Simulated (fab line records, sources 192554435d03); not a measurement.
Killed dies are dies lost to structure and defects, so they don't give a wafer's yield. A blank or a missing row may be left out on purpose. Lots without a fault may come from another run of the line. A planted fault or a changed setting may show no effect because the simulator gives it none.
fab line records | flow n5_finfet | part 1 of 2: steps 1 to 26 of 27
record lots=6 wafers=18 last_day=17
route steps=1938 shown BEOL_M15@1789 PASSIVATION@1936
lots that met no fault: from a run of the same line without faults
start_h: hours from the record's first day to the start of the lot's first wafer shown | wait_h: hours since the lot's step before | " the same as in the row above | L1.1+2: a row that stands for several wafers | - no value, or no start given | * or withheld: withheld | < > ~ a bound
route shown NAME@n: a module of which the file shows steps, and the number in the route of the first | usual: mean/standard deviation of fault-free wafers | same: alike in all rows | chamber/n: place in a boat | sites: the reading at each site | _std_site: their standard deviation | _edge_site: outer sites' mean less inner sites' | radius_mm: how far each site lies from the wafer's centre | mask NAME#n: copy n | behind: the tool/chamber that last shaped the wafer | hold: why the lot was held/for how many hours/how that ended | device: the transistor (n, p or np) that didn't switch | end of line: the same wafers' tests at the end of the route | a step without rows: its recipe alone | killed: dies lost to structure and defects at the first sort, not the wafer's yield | map: a wafer's dies, x killed, . not, _ none there
set.NAME: the setting as run; set.NAME@STEP: as run at that earlier step | model.NAME: the simulator's own value behind a step, which no gauge read
lots at some steps of the route; a table a step, a row a wafer
services: from which hour (start_h, from the record's first day; less than 0 if before it) a tool's chamber was out of use, for how many hours, and why
## steps
# step N5_BEOL_M15_STRIP_63
# recipe chemistry=O2 power_w=600 temp_c=60 pressure_mtorr=30 rf_frequency_hz=6e+07 bias_power_w=0 overash_fraction=0.3 o2_flow_sccm=225
# usual drypump_motor_current_A=5.84/0.25 oes_product_au=0.81/0.097 rf_vpp_V=3.7/0.74 showerhead_plenum_p_Torr=2.10/0.061 temp_c=60.00/0.11 throttle_valve_pct=16.72/0.24
# same overash_fraction=0.3
# columns lot.wafer tool chamber start_h wait_h drypump_motor_current_A oes_product_au rf_hours_counter_h rf_vpp_V showerhead_plenum_p_Torr temp_c throttle_valve_pct
L831.1 rie_diel-06 1 - - 5.94 0.94 13 3.5 2.16 59.95 16.40
L831.2 " 0 " " 5.83 0.93 8 3.5 2.15 59.98 16.65
L831.3 " 2 " " 5.76 0.70 212 4.0 2.16 59.90 16.87
L836.2 rie_diel-04 2 - - 5.81 0.86 57 4.6 2.04 59.99 16.11
L836.5 " 1 " " 6.24 0.88 - 4.2 2.23 60.15 16.75
L836.6 " 2 " " 5.82 0.86 - 4.2 2.04 59.99 16.12
L839.1 rie_diel-06 1 - - 5.97 0.88 37 2.4 2.15 59.82 16.41
L839.3 " 0 " " 5.87 0.88 30 3.3 2.14 59.88 16.73
L839.6 " 3 " " 6.11 0.75 - 2.7 2.02 60.02 16.87
L842.2 rie_diel-06 0 - - 5.83 0.87 31 3.5 2.14 59.82 16.72
L842.5 " 3 " " 6.15 0.75 - 4.7 2.02 60.00 16.89
L842.6 " 2 " " 5.76 0.69 - 3.7 2.15 60.24 16.91
L846.3 rie_diel-06 0 - - 5.83 0.87 41 3.9 2.13 60.03 16.71
L846.4 " 2 " " 5.77 0.69 244 3.2 2.15 59.98 16.89
L846.5 " 2 " " 5.76 0.69 - 2.9 2.15 60.07 16.89
L849.1 rie_diel-06 2 - - 5.76 0.69 245 4.1 2.14 60.17 16.92
L849.3 " 0 " " 5.84 0.86 42 3.9 2.13 59.95 16.74
L849.4 " 3 " " 6.12 0.74 150 4.4 2.01 59.98 16.93
# step N5_BEOL_M15_STRIP_64
# recipe chemistry=O2 power_w=600 temp_c=60 pressure_mtorr=30 rf_frequency_hz=6e+07 bias_power_w=0 overash_fraction=0.3 o2_flow_sccm=225
# usual drypump_motor_current_A=5.84/0.25 oes_product_au=0.81/0.095 rf_vpp_V=3.6/0.49 showerhead_plenum_p_Torr=2.10/0.061 temp_c=59.99/0.13 throttle_valve_pct=16.72/0.24
# same overash_fraction=0.3
# columns lot.wafer tool chamber start_h wait_h drypump_motor_current_A oes_product_au rf_hours_counter_h rf_vpp_V showerhead_plenum_p_Torr temp_c throttle_valve_pct
L831.1 rie_diel-06 1 - - 5.96 0.94 13 3.5 2.16 59.93 16.38
L831.2 " 0 " " 5.82 0.93 8 4.0 2.15 60.03 16.68
L831.3 " 2 " " 5.77 0.71 212 3.9 2.16 59.93 16.84
L836.2 rie_diel-04 2 - - 5.84 0.85 57 3.5 2.04 59.81 16.10
L836.5 " 1 " " 6.25 0.88 - 3.9 2.23 60.03 16.77
L836.6 " 2 " " 5.85 0.86 - 3.4 2.04 59.78 16.11
L839.1 rie_diel-06 1 - - 5.96 0.89 37 3.4 2.15 59.90 16.43
L839.3 " 0 " " 5.83 0.87 30 3.3 2.14 60.14 16.71
L839.6 " 3 " " 6.18 0.75 - 3.1 2.02 59.99 16.89
L842.2 rie_diel-06 0 - - 5.81 0.87 31 3.1 2.14 60.00 16.71
L842.5 " 3 " " 6.15 0.76 - 3.9 2.02 60.18 16.89
L842.6 " 2 " " 5.76 0.69 - 3.8 2.15 59.95 16.87
L846.3 rie_diel-06 0 - - 5.84 0.86 41 3.2 2.13 60.00 16.71
L846.4 " 2 " " 5.79 0.68 244 3.9 2.15 60.10 16.92
L846.5 " 2 " " 5.77 0.68 - 3.7 2.15 59.96 16.90
L849.1 rie_diel-06 2 - - 5.76 0.68 245 3.6 2.14 59.89 16.91
L849.3 " 0 " " 5.84 0.86 42 3.4 2.13 60.00 16.73
L849.4 " 3 " " 6.14 0.74 150 3.6 2.01 60.03 16.90
# step N5_BEOL_M15_STRIP_65
# recipe chemistry=post_etch_residue_remover time_s=60 temp_c=25 remover_ph=withheld remover_water_wt_pct=withheld remover_fluoride_wt_pct=withheld
# step N5_BEOL_M15_SRD_66
# recipe time_s=30 temp_c=23 rinse_liquid=diw dry=n2_spin spin_rpm=1500 dry_time_s=30
# step N5_BEOL_M15_CD_MEAS_17
# recipe target_cd_nm=360 polarity=opening
# usual cd_nm=360.2/1.6
# columns lot.wafer tool chamber start_h wait_h cd_nm
L831.1 cd_sem-02 - 277.56 0.0 360.7
L831.2 " - " " 360.5
L831.3 " - " " 361.4
L836.2 cd_sem-02 - 315.06 0.0 358.1
L836.5 " - " " 359.9
L836.6 " - " " 355.7
L839.1 cd_sem-01 - 340.81 0.0 360.7
L839.3 " - " " 359.8
L839.6 " - " " 360.0
L842.2 cd_sem-02 - 344.09 0.0 361.0
L842.5 " - " " 358.1
L842.6 " - " " 360.1
L846.3 cd_sem-01 - 380.08 0.0 362.5
L846.4 " - " " 362.9
L846.5 " - " " 361.3
L849.1 cd_sem-02 - 383.08 0.0 358.5
L849.3 " - " " 359.0
L849.4 " - " " 360.5
# step N5_BEOL_M15_COAT_56
# recipe resist=SOC temp_c=250 time_s=60 spin_rpm=1500 resist_thk_nm=550
# step N5_BEOL_M15_ETCH_57
# recipe chemistry=N2/H2 target=SOC source_w=3000 bias_w=350 time_s=750 ion_energy_ev=200 pressure_mtorr=30 n2_flow_sccm=200 h2_flow_sccm=200
# step N5_BEOL_M15_COAT_60
# recipe resist=BARC temp_c=205 time_s=60 spin_rpm=1500 resist_thk_nm=89
# step N5_BEOL_M15_COAT_22
# recipe spin_rpm=1704 resist_thk_nm=800
# step N5_BEOL_M15_EBR_24
# recipe solvent=PGMEA ebr_width_mm=1.5
# step N5_BEOL_M15_SOFTBAKE_23
# recipe temp_c=130 time_s=60
# step N5_BEOL_M15_EXPOSE_25
# recipe mask_id=M15 na=0.8 source_shape=annular sigma_inner=0.5 sigma_outer=0.8 polarization=unpolarized target_cd_nm=400 dose_mj=35.5
# step N5_BEOL_M15_PEB_26
# recipe peb_temp_c=130 peb_time_s=90
# columns lot.wafer tool chamber start_h wait_h
L831.1+2+3 litho_track-04 0 278.50 0.1
L836.2+5+6 litho_track-02 0 315.82 0.0
L839.1+3+6 litho_track-02 0 341.69 0.1
L842.2+5+6 litho_track-02 0 345.16 0.0
L846.3+4+5 litho_track-03 0 381.02 0.0
L849.1+3+4 litho_track-04 0 384.10 0.1
# step N5_BEOL_M15_DEVELOP_27
# recipe develop_time_s=45 rinse_liquid=diw dry=air_spin dev_temp_c=21
# step N5_BEOL_M15_HARDBAKE_32
# recipe temp_c=130 time_s=120
# step N5_BEOL_M15_CD_MEAS_28
# recipe target_cd_nm=407.6 landing_energy_ev=500 detector=se_inlens
# usual cd_nm=407.5/1.7
# columns lot.wafer tool chamber start_h wait_h cd_nm
L831.1 cd_sem-03 0 278.62 - 403.0
L831.2 " 0 " " 403.5
L831.3 " 0 " " 404.2
L836.2 cd_sem-02 0 315.94 - 406.7
L836.5 " 0 " " 406.7
L836.6 " 0 " " 406.8
L839.1 cd_sem-03 0 341.81 - 408.9
L839.3 " 0 " " 426.1
L839.6 " 0 " " 407.7
L842.2 cd_sem-02 0 345.28 - 423.9
L842.5 " 0 " " 406.7
L842.6 " 0 " " 407.1
L846.3 cd_sem-01 0 381.14 - 408.7
L846.4 " 0 " " 408.6
L846.5 " 0 " " 407.9
L849.1 cd_sem-02 0 384.22 - 406.4
L849.3 " 0 " " 407.9
L849.4 " 0 " " 407.9
# step N5_BEOL_M15_OVL_MEAS_29
# recipe points_per_wafer=44
# usual M15_OVL=0/5.2
# columns lot.wafer tool chamber start_h wait_h M15_OVL[nm]
L831.1 overlay-01 0 278.65 0.0 1
L831.2 " 0 " " -2
L831.3 " 0 " " 5
L836.2 overlay-02 0 315.97 0.0 -2
L836.5 " 0 " " -6
L836.6 " 0 " " -4
L839.1 overlay-02 0 341.84 0.0 -7
L839.3 " 0 " " -2
L839.6 " 0 " " 2
L842.2 overlay-01 0 345.31 0.0 7
L842.5 " 0 " " 3
L842.6 " 0 " " -5
L846.3 overlay-01 0 381.17 0.0 0
L846.4 " 0 " " -2
L846.5 " 0 " " 0
L849.1 overlay-02 0 384.25 0.0 9
L849.3 " 0 " " 0
L849.4 " 0 " " 7
# step N5_BEOL_M15_INSPECT_30
# recipe mode=adi inspect_instrument=macro
# usual raw_defect_count=2.3/1.4
# columns lot.wafer tool chamber start_h wait_h raw_defect_count
L831.1 defect_inspect-01 - 278.67 0.0 1
L831.2 " - " " 1
L831.3 " - " " 1
L836.2 defect_inspect-01 - 315.99 0.0 2
L836.5 " - " " 1
L836.6 " - " " 3
L839.1 defect_inspect-02 - 341.86 0.0 6
L839.3 " - " " 3
L839.6 " - " " 2
L842.2 defect_inspect-02 - 345.33 0.0 1
L842.5 " - " " 2
L842.6 " - " " 2
L846.3 defect_inspect-01 - 381.19 0.0 1
L846.4 " - " " 3
L846.5 " - " " 2
L849.1 defect_inspect-01 - 384.27 0.0 0
L849.3 " - " " 5
L849.4 " - " " 1
# step N5_BEOL_M15_DESCUM_33
# recipe chemistry=O2 time_s=7.9 source_power_w=50 bias_power_w=20 pressure_mtorr=20 rf_frequency_hz=2.712e+07 temp_c=40 o2_flow_sccm=225
# usual drypump_motor_current_A=5.84/0.26 oes_product_au=0.81/0.092 rf_vpp_V=243.2/1.4 showerhead_plenum_p_Torr=2.10/0.064 temp_c=40.00/0.12 throttle_valve_pct=20.49/0.26
# columns lot.wafer tool chamber start_h wait_h drypump_motor_current_A oes_product_au rf_hours_counter_h rf_vpp_V showerhead_plenum_p_Torr temp_c throttle_valve_pct model.BEOL_M15.cd_nm
L831.1 rie_diel-06 1 280.68 2.0 5.94 0.94 15 244.7 2.15 40.04 20.15 403
L831.2 " 3 " " 6.16 0.78 115 241.4 2.02 39.83 20.62 403.6
L831.3 " 2 " " 5.76 0.70 214 243.8 2.15 40.04 20.57 404
L836.2 rie_diel-02 0 316.02 0.0 6.09 0.72 209 242.7 2.08 40.03 20.77 406.8
L836.5 " 3 " " 5.56 0.93 - 242.6 2.14 40.02 20.28 406.8
L836.6 " 2 " " 5.34 0.73 - 240.4 2.01 40.08 20.40 406.2
L839.1 rie_diel-02 1 342.09 0.2 5.90 0.95 6 243.1 2.05 39.91 20.40 409
L839.3 " 2 " " 5.34 0.73 202 240.3 2.00 39.85 20.39 426.2
L839.6 " 2 " " 5.34 0.73 - 244.3 2.00 39.94 20.41 408
L842.2 rie_diel-02 2 345.36 0.0 5.29 0.71 203 241.4 2.00 39.84 20.41 424
L842.5 " 2 " " 5.28 0.72 - 241.8 2.00 39.90 20.42 406.6
L842.6 " 3 " " 5.57 0.90 - 243.7 2.13 39.81 20.29 406.8
L846.3 rie_diel-04 0 381.46 0.3 5.83 0.73 205 245.0 2.16 40.04 20.86 408.6
L846.4 " 2 " " 5.81 0.84 78 242.6 2.03 39.93 19.86 408.8
L846.5 " 1 " " 6.24 0.86 - 245.4 2.22 40.02 20.66 408
L849.1 rie_diel-04 0 384.31 0.0 5.84 0.72 206 242.7 2.16 39.96 20.87 406.6
L849.3 " 1 " " 6.23 0.85 75 244.6 2.22 40.00 20.65 408
L849.4 " 3 " " 5.47 0.95 8 242.9 2.06 40.04 20.35 407.8
# step N5_BEOL_M15_ETCH_61
# recipe chemistry=N2/H2 target=BARC target_depth_a=890 overetch_a=267 time_s=67.9 ion_energy_ev=200 pressure_mtorr=30 source_w=840 bias_w=150 n2_flow_sccm=200 h2_flow_sccm=200
# usual drypump_motor_current_A=5.85/0.26 n2_flow_sccm=200.0/0.58 oes_product_au=0.69/0.072 rf_vpp_V=523.8/2.4 showerhead_plenum_p_Torr=2.54/0.079 throttle_valve_pct=17.90/0.29
# columns lot.wafer tool chamber start_h wait_h drypump_motor_current_A n2_flow_sccm oes_product_au rf_hours_counter_h rf_vpp_V showerhead_plenum_p_Torr throttle_valve_pct
L831.1 rie_diel-06 1 280.71 0.0 5.98 201.2 0.79 15 525.8 2.60 17.49
L831.2 " 3 " " 6.13 198.8 0.67 115 521.9 2.45 18.04
L831.3 " 2 " " 5.76 200.7 0.61 214 526.4 2.63 18.11
L836.2 rie_diel-02 0 316.06 0.0 6.10 200.5 0.62 209 523.1 2.52 18.21
L836.5 " 3 " " 5.57 199.8 0.79 - 524.7 2.59 17.70
L836.6 " 2 " " 5.31 199.9 0.63 - 521.5 2.43 17.84
L839.1 rie_diel-02 1 342.12 0.0 5.92 199.8 0.79 6 522.3 2.49 17.79
L839.3 " 2 " " 5.33 199.1 0.62 202 520.6 2.43 17.86
L839.6 " 2 " " 5.33 200.3 0.63 - 520.2 2.43 17.86
L842.2 rie_diel-02 2 345.40 0.0 5.31 198.8 0.63 203 520.4 2.43 17.87
L842.5 " 2 " " 5.31 200.1 0.62 - 521.1 2.43 17.86
L842.6 " 3 " " 5.61 200.2 0.76 - 525.0 2.58 17.71
L846.3 rie_diel-04 0 381.50 0.0 5.85 199.5 0.62 205 525.3 2.63 18.35
L846.4 " 2 " " 5.82 199.7 0.70 78 521.0 2.47 17.30
L846.5 " 1 " " 6.24 199.9 0.72 - 528.7 2.68 18.04
L849.1 rie_diel-04 0 384.34 0.0 5.86 200.4 0.62 206 526.8 2.63 18.35
L849.3 " 1 " " 6.26 199.7 0.72 75 528.9 2.68 18.03
L849.4 " 3 " " 5.47 200.3 0.82 8 522.0 2.50 17.87
# step N5_BEOL_M15_TRENCH_ETCH_34
# recipe chemistry=C4F8/O2/Ar target=SiO2 target_depth_a=8729.3 he_inner_torr=15 he_outer_torr=30 time_s=199 ion_energy_ev=800 pressure_mtorr=20 source_w=1905 bias_w=2040 Ar_flow_sccm=400 C4F8_flow_sccm=16 O2_flow_sccm=12
# usual C4F8_flow_sccm=16.01/0.047 drypump_motor_current_A=5.85/0.26 oes_product_au=0.81/0.091 rf_vpp_V=2230/16 showerhead_plenum_p_Torr=3.44/0.098 throttle_valve_pct=30.92/0.29
# columns lot.wafer tool chamber start_h wait_h C4F8_flow_sccm drypump_motor_current_A oes_product_au rf_hours_counter_h rf_vpp_V showerhead_plenum_p_Torr throttle_valve_pct
L831.1 rie_diel-06 1 280.76 0.0 16.00 5.99 0.93 15 2260 3.51 30.53
L831.2 " 3 " " 15.95 6.15 0.77 115 2239 3.32 31.09
L831.3 " 2 " " 16.03 5.79 0.72 214 2247 3.54 31.06
L836.2 rie_diel-02 0 316.11 0.0 16.05 6.08 0.72 209 2222 3.41 31.24
L836.5 " 3 " " 16.02 5.59 0.92 - 2208 3.50 30.75
L836.6 " 2 " " 16.03 5.35 0.74 - 2206 3.29 30.72
L839.1 rie_diel-02 1 342.18 0.0 16.05 5.90 0.94 6 2230 3.38 30.99
L839.3 " 2 " " 16.06 5.36 0.73 202 2204 3.28 30.75
L839.6 " 2 " " 16.02 5.36 0.74 - 2204 3.28 30.74
L842.2 rie_diel-02 2 345.45 0.0 16.03 5.34 0.71 203 2205 3.28 30.72
L842.5 " 2 " " 16.01 5.32 0.71 - 2203 3.28 30.73
L842.6 " 3 " " 15.95 5.60 0.90 - 2208 3.49 30.74
L846.3 rie_diel-04 0 381.55 0.0 16.02 5.85 0.73 205 2225 3.52 31.18
L846.4 " 2 " " 15.95 5.84 0.85 78 2235 3.34 30.22
L846.5 " 1 " " 16.01 6.27 0.86 - 2233 3.61 31.17
L849.1 rie_diel-04 0 384.39 0.0 15.96 5.83 0.73 206 2226 3.52 31.17
L849.3 " 1 " " 16.03 6.27 0.86 75 2231 3.61 31.18
L849.4 " 3 " " 16.08 5.47 0.95 8 2207 3.38 30.87
# step N5_BEOL_M15_STRIP_36
# recipe chemistry=O2 power_w=600 temp_c=60 pressure_mtorr=30 rf_frequency_hz=6e+07 bias_power_w=0 overash_fraction=0.3 o2_flow_sccm=225
# usual drypump_motor_current_A=5.85/0.26 oes_product_au=0.81/0.092 rf_vpp_V=3.7/0.89 showerhead_plenum_p_Torr=2.11/0.066 temp_c=60.01/0.11 throttle_valve_pct=16.72/0.28
# same overash_fraction=0.3
# columns lot.wafer tool chamber start_h wait_h drypump_motor_current_A oes_product_au rf_hours_counter_h rf_vpp_V showerhead_plenum_p_Torr temp_c throttle_valve_pct
L831.1 rie_diel-02 0 283.16 2.2 6.09 0.74 193 4.8 2.08 59.90 16.95
L831.2 " 2 " " 5.36 0.75 176 4.7 2.02 60.24 16.57
L831.3 " 1 " " 5.88 0.69 244 4.4 2.06 60.00 17.08
L836.2 rie_diel-04 2 316.34 0.0 5.82 0.85 58 4.6 2.04 59.99 16.08
L836.5 " 1 " " 6.24 0.89 - 2.3 2.23 60.01 16.79
L836.6 " 0 " " 5.88 0.74 - 3.1 2.17 60.11 17.03
L839.1 rie_diel-06 3 344.17 1.8 6.14 0.76 140 3.4 2.02 60.03 16.90
L839.3 " 1 " " 5.96 0.89 38 5.1 2.15 59.90 16.42
L839.6 " 3 " " 6.14 0.75 - 2.9 2.02 60.17 16.92
L842.2 rie_diel-06 1 346.18 0.5 5.92 0.88 38 4.4 2.15 60.01 16.46
L842.5 " 1 " " 5.96 0.89 - 4.2 2.15 60.11 16.49
L842.6 " 2 " " 5.79 0.69 - 3.6 2.15 60.03 16.90
L846.3 rie_diel-04 1 383.07 1.3 6.28 0.85 75 3.3 2.22 60.11 16.82
L846.4 " 0 " " 5.84 0.73 205 2.8 2.16 59.96 17.11
L846.5 " 1 " " 6.27 0.86 - 4.8 2.22 59.87 16.82
L849.1 rie_diel-04 3 385.15 0.6 5.47 0.97 9 2.2 2.06 59.89 16.54
L849.3 " 1 " " 6.23 0.86 75 2.5 2.22 60.03 16.83
L849.4 " 0 " " 5.87 0.72 206 3.3 2.16 59.94 17.13
# step N5_BEOL_M15_STRIP_62
# recipe chemistry=O2 power_w=600 temp_c=60 pressure_mtorr=30 rf_frequency_hz=6e+07 bias_power_w=0 overash_fraction=0.3 o2_flow_sccm=225
# step N5_BEOL_M15_STRIP_37
# recipe chemistry=O2 power_w=600 temp_c=60 pressure_mtorr=30 rf_frequency_hz=6e+07 bias_power_w=0 overash_fraction=0.3 o2_flow_sccm=225
# step N5_BEOL_M15_ETCH_38
# recipe chemistry=CF4/N2 target=SiCN target_depth_a=1064 taper_deg=2 time_s=120.5 ion_energy_ev=150 mask_material=SiO2 pressure_mtorr=40 source_w=430 bias_w=70 Ar_flow_sccm=100 cf4_flow_sccm=60 n2_flow_sccm=60
# usual drypump_motor_current_A=5.86/0.26 n2_flow_sccm=59.99/0.17 oes_product_au=0.80/0.089 rf_vpp_V=382.7/1.9 showerhead_plenum_p_Torr=2.22/0.067 throttle_valve_pct=15.48/0.3
# columns lot.wafer tool chamber start_h wait_h drypump_motor_current_A n2_flow_sccm oes_product_au rf_hours_counter_h rf_vpp_V showerhead_plenum_p_Torr throttle_valve_pct model.BEOL_M15.cd_nm
L831.1 rie_diel-02 0 - - 6.10 59.87 0.73 193 381.2 2.20 15.73 395.4
L831.2 " 2 " " 5.30 59.69 0.74 177 380.2 2.11 15.35 395.8
L831.3 " 1 " " 5.90 60.05 0.69 244 382.3 2.17 15.83 396.4
L836.2 rie_diel-04 2 - - 5.85 60.13 0.85 58 380.3 2.15 14.84 398.6
L836.5 " 1 " " 6.25 59.77 0.89 - 385.4 2.33 15.49 400.2
L836.6 " 0 " " 5.81 60.23 0.74 - 383.6 2.28 15.84 398.6
L839.1 rie_diel-06 3 - - 6.16 59.68 0.75 140 381.1 2.12 15.62 401.4
L839.3 " 1 " " 5.97 59.95 0.88 38 383.5 2.25 15.15 419
L839.6 " 3 " " 6.18 59.82 0.74 - 379.1 2.12 15.64 400
L842.2 rie_diel-06 1 - - 5.97 59.99 0.88 39 385.3 2.25 15.14 418
L842.5 " 1 " " 5.95 60.02 0.89 - 383.3 2.25 15.14 400.2
L842.6 " 2 " " 5.77 59.98 0.69 - 383.5 2.27 15.73 400.4
L846.3 rie_diel-04 1 - - 6.25 59.76 0.86 75 384.7 2.32 15.56 401.2
L846.4 " 0 " " 5.86 59.75 0.73 206 384.2 2.27 15.89 401.8
L846.5 " 1 " " 6.25 60.27 0.86 - 385.2 2.32 15.56 400.2
L849.1 rie_diel-04 3 - - 5.47 60.17 0.96 9 382.2 2.17 15.27 398.8
L849.3 " 1 " " 6.23 59.83 0.86 76 385.3 2.32 15.55 400.8
L849.4 " 0 " " 5.85 60.04 0.73 206 383.5 2.27 15.89 401.2
# step N5_BEOL_M15_PRECLEAN_39
# recipe chemistry=residue_remover time_s=60 temp_c=40
## key
first_sign step=N5_BEOL_M15_CD_MEAS_28 reading=cd_nm direction=up sigmas=11 usual=407.5 struck=425.0
effect none on later readings
model_effect step=N5_BEOL_M15_DESCUM_33 value=BEOL_M15.cd_nm without=408.5 struck=425.1
model_effect step=N5_BEOL_M15_ETCH_38 value=BEOL_M15.cd_nm without=401.9 struck=418.5
met_at N5_BEOL_M15_PEB_26
struck_wafers L839.3,L842.2
onset_between 315.82 341.69
fault kind=process_parameter_drift tool=litho_track-02 chamber=- onset_h=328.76 steps=N5_BEOL_M15_PEB_26 channel=peb_time_s offset=* shape=step end_h=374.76 scope=struck_wafers_only acts_in=* stated=*
